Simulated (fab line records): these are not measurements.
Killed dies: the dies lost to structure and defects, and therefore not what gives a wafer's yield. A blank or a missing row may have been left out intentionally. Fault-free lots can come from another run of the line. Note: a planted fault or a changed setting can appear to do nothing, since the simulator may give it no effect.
Which tool was responsible? | flow n5 finfet | 72 wafers from 24 lots sampled at 5 of the route's 1938 steps

== WHAT THE GAUGES READ, wafer by wafer ==
N5_BEOL_M6_THK_MEAS_01.
lot  | measured     | on            | M6_ILD_THK (nm)
L074 | day 8 05:32  | film metro-02 | 152.9 154.2 156.9
L076 | day 8 13:25  | film metro-02 | 153.5 152.7 151.7
L075 | day 8 15:53  | film metro-02 | 151.1 151.3 151.6
L077 | day 9 13:23  | film metro-02 | 152.0 153.6 153.6
L079 | day 9 18:35  | film metro-01 | 153.5 155.1 155.6
L078 | day 9 20:29  | film metro-01 | 154.9 150.8 155.8
L081 | day 9 23:28  | film metro-02 | 151.6 154.5 156.9
L080 | day 10 02:43 | film metro-01 | 155.5 157.7 158.8
L082 | day 10 03:00 | film metro-02 | 150.9 150.5 153.7
L083 | day 10 14:39 | film metro-01 | 151.9 152.8 157.6
L084 | day 10 18:27 | film metro-02 | 153.3 154.7 152.7
L085 | day 11 04:02 | film metro-02 | 152.4 153.2 155.1
L086 | day 11 14:09 | film metro-01 | 154.5 156.9 156.7
L088 | day 11 18:20 | film metro-01 | 153.5 153.2 156.9
L087 | day 11 21:58 | film metro-01 | 152.3 154.6 152.8
L089 | day 12 10:08 | film metro-02 | 154.0 154.1 155.8
L091 | day 12 15:10 | film metro-01 | 152.0 155.9 154.8
L090 | day 12 15:14 | film metro-01 | 154.7 154.3 156.4
L092 | day 12 17:13 | film metro-01 | 154.1 153.1 155.2
L093 | day 13 00:58 | film metro-02 | 152.4 156.4 153.6
L094 | day 13 08:32 | film metro-02 | 152.0 153.4 153.3
L095 | day 13 15:07 | film metro-01 | 153.0 151.4 155.5
L096 | day 14 09:49 | film metro-01 | 151.8 152.3 154.5
L097 | day 14 11:26 | film metro-02 | 151.6 152.8 152.7

N5_BEOL_M7_OVL_MEAS_12.
lot  | measured     | on         | M7_OVL (nm)
L074 | day 8 15:33  | overlay-02 | 1.0 1.2 0.1
L076 | day 8 21:19  | overlay-02 | 1.0 0.2 -0.1
L075 | day 9 00:06  | overlay-01 | 1.1 -0.1 0.8
L077 | day 10 00:34 | overlay-02 | 1.4 0.2 -0.1
L079 | day 10 05:30 | overlay-02 | 0.9 1.3 0.8
L078 | day 10 07:13 | overlay-01 | 1.4 -0.3 1.0
L081 | day 10 08:41 | overlay-01 | 0.9 0.3 1.2
L080 | day 10 11:40 | overlay-01 | 0.1 0.3 0.5
L082 | day 10 12:13 | overlay-02 | 1.4 0.8 1.1
L083 | day 11 01:25 | overlay-02 | 0.2 0.8 -0.7
L084 | day 11 02:06 | overlay-01 | -0.1 0.3 0.6
L085 | day 11 14:41 | overlay-01 | 0.0 -0.1 0.1
L086 | day 11 23:48 | overlay-02 | -0.7 0.1 0.6
L088 | day 12 02:41 | overlay-01 | 0.4 0.8 0.6
L087 | day 12 06:51 | overlay-02 | -0.1 1.3 0.9
L089 | day 12 19:28 | overlay-02 | 1.1 0.4 0.3
L091 | day 13 01:58 | overlay-01 | -0.3 -0.5 -0.4
L090 | day 13 02:10 | overlay-01 | 0.1 0.2 -0.7
L092 | day 13 02:20 | overlay-01 | -0.3 0.4 -0.9
L093 | day 13 09:24 | overlay-01 | 0.6 0.3 0.9
L094 | day 13 18:47 | overlay-01 | 0.0 0.0 0.1
L095 | day 13 22:39 | overlay-01 | -0.6 0.4 1.4
L096 | day 14 18:08 | overlay-02 | 0.7 0.2 0.4
L097 | day 14 20:34 | overlay-02 | 0.6 -0.3 0.1

== WHAT TOOL EACH LOT RAN ON (gives the tool, then ch and the chambers of the sampled wafers, and finally the start) ==
lot  | N5_BEOL_M5_ANNEAL_51             | N5_BEOL_M5_CMP_52             | N5_BEOL_M6_ETCH_62
L074 | rtp anneal-01 ch 0, day 8 03:24  | cmp-02 ch 1,3, day 8 04:05    | rie diel-03 ch 0,1,3, day 8 06:53
L076 | rtp anneal-02 ch 0, day 8 11:27  | cmp-03 ch 0,1, day 8 11:45    | rie diel-05 ch 0,1, day 8 15:13
L075 | rtp anneal-01 ch 0, day 8 14:22  | cmp-03 ch 2,3, day 8 14:43    | rie diel-03 ch 0,2, day 8 18:27
L077 | rtp anneal-02 ch 0, day 9 11:43  | cmp-04 ch 2,3, day 9 12:11    | rie diel-03 ch 1,2, day 9 14:41
L079 | rtp anneal-02 ch 0, day 9 16:54  | cmp-03 ch 1,2, day 9 17:23    | rie diel-06 ch 0,2, day 9 19:32
L078 | rtp anneal-01 ch 0, day 9 18:58  | cmp-03 ch 1,3, day 9 19:16    | rie diel-03 ch 1,3, day 10 00:36
L081 | rtp anneal-01 ch 0, day 9 21:35  | cmp-02 ch 2,3, day 9 21:50    | rie diel-06 ch 0,1,2, day 10 00:46
L080 | rtp anneal-02 ch 0, day 9 23:55  | cmp-02 ch 1,3, day 10 01:32   | rie diel-03 ch 0,1,2, day 10 05:14
L082 | rtp anneal-01 ch 0, day 10 00:07 | cmp-03 ch 1,2,3, day 10 01:31 | rie diel-06 ch 1,3, day 10 05:25
L083 | rtp anneal-02 ch 0, day 10 13:12 | cmp-04 ch 1,2,3, day 10 13:27 | rie diel-03 ch 1,2,3, day 10 16:28
L084 | rtp anneal-02 ch 0, day 10 16:57 | cmp-02 ch 0,2,3, day 10 17:17 | rie diel-06 ch 1,2,3, day 10 20:10
L085 | rtp anneal-02 ch 0, day 11 02:33 | cmp-02 ch 1,2,3, day 11 02:51 | rie diel-05 ch 0,1,3, day 11 06:56
L086 | rtp anneal-02 ch 0, day 11 12:10 | cmp-03 ch 0,2,3, day 11 12:28 | rie diel-05 ch 0,1,3, day 11 15:19
L088 | rtp anneal-01 ch 0, day 11 16:25 | cmp-03 ch 1,3, day 11 16:40   | rie diel-05 ch 0,3, day 11 19:13
L087 | rtp anneal-02 ch 0, day 11 20:28 | cmp-04 ch 0,1,3, day 11 20:50 | rie diel-03 ch 0,1,2, day 12 00:15
L089 | rtp anneal-01 ch 0, day 12 08:41 | cmp-03 ch 1,2,3, day 12 09:03 | rie diel-06 ch 2,3, day 12 11:14
L091 | rtp anneal-01 ch 0, day 12 13:40 | cmp-03 ch 1,3, day 12 13:58   | rie diel-06 ch 0,1,2, day 12 18:14
L090 | rtp anneal-02 ch 0, day 12 13:45 | cmp-02 ch 0,2,3, day 12 14:03 | rie diel-03 ch 0,1, day 12 18:25
L092 | rtp anneal-01 ch 0, day 12 15:43 | cmp-02 ch 0,2,3, day 12 16:00 | rie diel-06 ch 1,2,3, day 12 18:34
L093 | rtp anneal-02 ch 0, day 12 22:49 | cmp-04 ch 0,1,3, day 12 23:22 | rie diel-06 ch 0,3, day 13 02:32
L094 | rtp anneal-01 ch 0, day 13 07:05 | cmp-03 ch 2,3, day 13 07:17   | rie diel-05 ch 0,1,2, day 13 09:57
L095 | rtp anneal-01 ch 0, day 13 13:09 | cmp-02 ch 0,2,3, day 13 13:29 | rie diel-03 ch 0,1,2, day 13 16:05
L096 | rtp anneal-02 ch 0, day 14 08:19 | cmp-03 ch 1,3, day 14 08:39   | rie diel-03 ch 0,2, day 14 10:55
L097 | rtp anneal-01 ch 0, day 14 09:56 | cmp-03 ch 1,2,3, day 14 10:17 | rie diel-06 ch 0,1,3, day 14 12:13
- N5_BEOL_M5_ANNEAL_51: time 90 s.
- N5_BEOL_M5_CMP_52: polishes, stops on SiCOH lowk, t overpolish 6.9 s, target thk 62 nm.
- N5_BEOL_M6_ETCH_62: etches SOC in N2/H2, target depth 110 nm, overetch 22 nm, time 165 s.

== AS READ BY THE TOOLS THEMSELVES (means over the sampled wafers that have a number; for cases with no such wafer, the mark the record gives instead) ==
N5_BEOL_M5_ANNEAL_51.
lot  | tool          | anneal temp c (C) | wafer_temp_C_max
L074 | rtp anneal-01 | 225.01            | 226.11
L076 | rtp anneal-02 | 225.18            | 225.78
L075 | rtp anneal-01 | 224.87            | 225.92
L077 | rtp anneal-02 | 225.27            | 225.96
L079 | rtp anneal-02 | 225.05            | 226.03
L078 | rtp anneal-01 | 225.04            | 225.92
L081 | rtp anneal-01 | 224.85            | 225.87
L080 | rtp anneal-02 | 224.97            | 225.78
L082 | rtp anneal-01 | 224.82            | 226.09
L083 | rtp anneal-02 | 225.14            | 226.11
L084 | rtp anneal-02 | 224.77            | 225.88
L085 | rtp anneal-02 | 224.96            | 225.96
L086 | rtp anneal-02 | 224.96            | 225.67
L088 | rtp anneal-01 | 225.06            | 226.01
L087 | rtp anneal-02 | 225.26            | 225.81
L089 | rtp anneal-01 | 225.06            | 226.20
L091 | rtp anneal-01 | 224.93            | 225.87
L090 | rtp anneal-02 | 224.86            | 225.88
L092 | rtp anneal-01 | 225.06            | 225.74
L093 | rtp anneal-02 | 224.88            | 225.81
L094 | rtp anneal-01 | 224.95            | 225.85
L095 | rtp anneal-01 | 225.21            | 226.31
L096 | rtp anneal-02 | 225.15            | 225.95
L097 | rtp anneal-01 | 224.86            | 225.68

N5_BEOL_M5_CMP_52.
lot  | tool   | barrier field endpoint s (s) | motor current A (A) | overpolish run s (s) | pad life wafers | time to endpoint s (s)
L074 | cmp-02 | 24.9                         | 5.8                 | 6.914                | 542             | 64
L076 | cmp-03 | 26.2                         | 5.5                 | 6.907                | 180             | 67
L075 | cmp-03 | 24.2                         | 5.8                 | 6.902                | 212             | 61
L077 | cmp-04 | 25.4                         | 6.6                 | 6.898                | 2130            | 65
L079 | cmp-03 | 24.7                         | 5.4                 | 6.909                | 398             | 63
L078 | cmp-03 | 24.3                         | 5.6                 | 6.898                | 409             | 61
L081 | cmp-02 | 25.6                         | 5.6                 | 6.893                | 877             | 63
L080 | cmp-02 | 25.0                         | 6.1                 | 6.909                | 896             | 64
L082 | cmp-03 | 24.8                         | 5.5                 | 6.903                | 451             | 60
L083 | cmp-04 | 24.5                         | 6.2                 | 6.903                | 92              | 61
L084 | cmp-02 | 24.2                         | 5.8                 | 6.908                | 1052            | 63
L085 | cmp-02 | 25.0                         | 5.8                 | 6.895                | 1129            | 63
L086 | cmp-03 | 24.9                         | 5.6                 | 6.909                | 763             | 64
L088 | cmp-03 | 24.9                         | 5.4                 | 6.905                | 793             | 63
L087 | cmp-04 | 24.7                         | 6.5                 | 6.902                | 350             | 65
L089 | cmp-03 | 24.4                         | 5.5                 | 6.904                | 963             | 63
L091 | cmp-03 | 24.8                         | 5.7                 | 6.903                | 1003            | 62
L090 | cmp-02 | 23.6                         | 5.9                 | 6.898                | 1424            | 59
L092 | cmp-02 | 23.7                         | 5.8                 | 6.898                | 1435            | 58
L093 | cmp-04 | 25.4                         | 6.5                 | 6.893                | 596             | 66
L094 | cmp-03 | 25.3                         | 5.7                 | 6.897                | 1122            | 64
L095 | cmp-02 | 24.0                         | 5.9                 | 6.898                | 1592            | 62
L096 | cmp-03 | 24.6                         | 5.6                 | 6.903                | 1328            | 62
L097 | cmp-03 | 25.3                         | 5.7                 | 6.903                | 1352            | 66

N5_BEOL_M6_ETCH_62.
lot  | tool        | drypump motor current A (A) | n2 flow sccm (sccm) | oes product au (a.u.) | rf vpp V (V) | showerhead plenum p Torr (Torr) | throttle valve pct (%)
L074 | rie diel-03 | 5.7                         | 200.8               | 0.75                  | 523.5        | 2.51                            | 17.74
L076 | rie diel-05 | 5.6                         | 199.6               | 0.61                  | 523.9        | 2.52                            | 17.86
L075 | rie diel-03 | 6.1                         | 200.2               | 0.66                  | 520.8        | 2.45                            | 17.79
L077 | rie diel-03 | 5.9                         | 199.1               | 0.67                  | 521.8        | 2.49                            | 17.96
L079 | rie diel-06 | 5.2                         | 200.2               | 0.66                  | 526.4        | 2.64                            | 17.88
L078 | rie diel-03 | 5.4                         | 199.8               | 0.76                  | 524.6        | 2.56                            | 17.81
L081 | rie diel-06 | 5.3                         | 200.0               | 0.67                  | 526.6        | 2.62                            | 17.66
L080 | rie diel-03 | 5.9                         | 199.8               | 0.69                  | 522.1        | 2.49                            | 17.87
L082 | rie diel-06 | 6.1                         | 199.5               | 0.61                  | 521.6        | 2.44                            | 17.65
L083 | rie diel-03 | 5.7                         | 200.0               | 0.70                  | 522.7        | 2.50                            | 17.89
L084 | rie diel-06 | 5.8                         | 199.7               | 0.66                  | 523.9        | 2.55                            | 17.57
L085 | rie diel-05 | 5.4                         | 199.6               | 0.64                  | 523.3        | 2.50                            | 17.91
L086 | rie diel-05 | 5.4                         | 200.1               | 0.64                  | 522.8        | 2.50                            | 17.91
L088 | rie diel-05 | 5.5                         | 200.1               | 0.64                  | 523.2        | 2.50                            | 17.89
L087 | rie diel-03 | 5.9                         | 199.5               | 0.67                  | 522.3        | 2.49                            | 17.90
L089 | rie diel-06 | 6.2                         | 200.1               | 0.64                  | 522.2        | 2.50                            | 17.71
L091 | rie diel-06 | 5.4                         | 199.6               | 0.72                  | 526.8        | 2.61                            | 17.56
L090 | rie diel-03 | 5.8                         | 199.8               | 0.68                  | 522.3        | 2.48                            | 17.80
L092 | rie diel-06 | 5.8                         | 200.4               | 0.66                  | 523.2        | 2.54                            | 17.61
L093 | rie diel-06 | 5.9                         | 200.1               | 0.65                  | 522.0        | 2.46                            | 17.76
L094 | rie diel-05 | 5.5                         | 199.9               | 0.59                  | 523.5        | 2.54                            | 17.81
L095 | rie diel-03 | 5.9                         | 200.6               | 0.66                  | 522.3        | 2.48                            | 17.92
L096 | rie diel-03 | 6.2                         | 199.5               | 0.61                  | 521.4        | 2.42                            | 17.98
L097 | rie diel-06 | 5.7                         | 200.1               | 0.66                  | 522.5        | 2.50                            | 17.66

== THE ANSWER, worked out from the rows above alone ==
Rule: the usual values come from the lots themselves. The widest of any qualifying gaps counts: lots, ordered by their means at a reading, are off when they make up no more than a third of the lots, leave a main group of 4 or more, and stand apart from it by 3 or more times the standard deviation of that group's means. Not used: any main group whose means are identical at the precision the tables above print for the reading. A lot without any number at a reading at which 4 lots or more have one is off too. Any other lot the step has rows for is counted as sound. First the gauges in route order, then the tools' own readings, where a lot's mean is used as printed above. At the first step where some lot is off, the reading lying furthest off is the one used; lots without a number count as furthest.
None of the lots is off at any reading shown; this tells nothing.

== WHAT THE SIMULATOR HAD INSERTED ==
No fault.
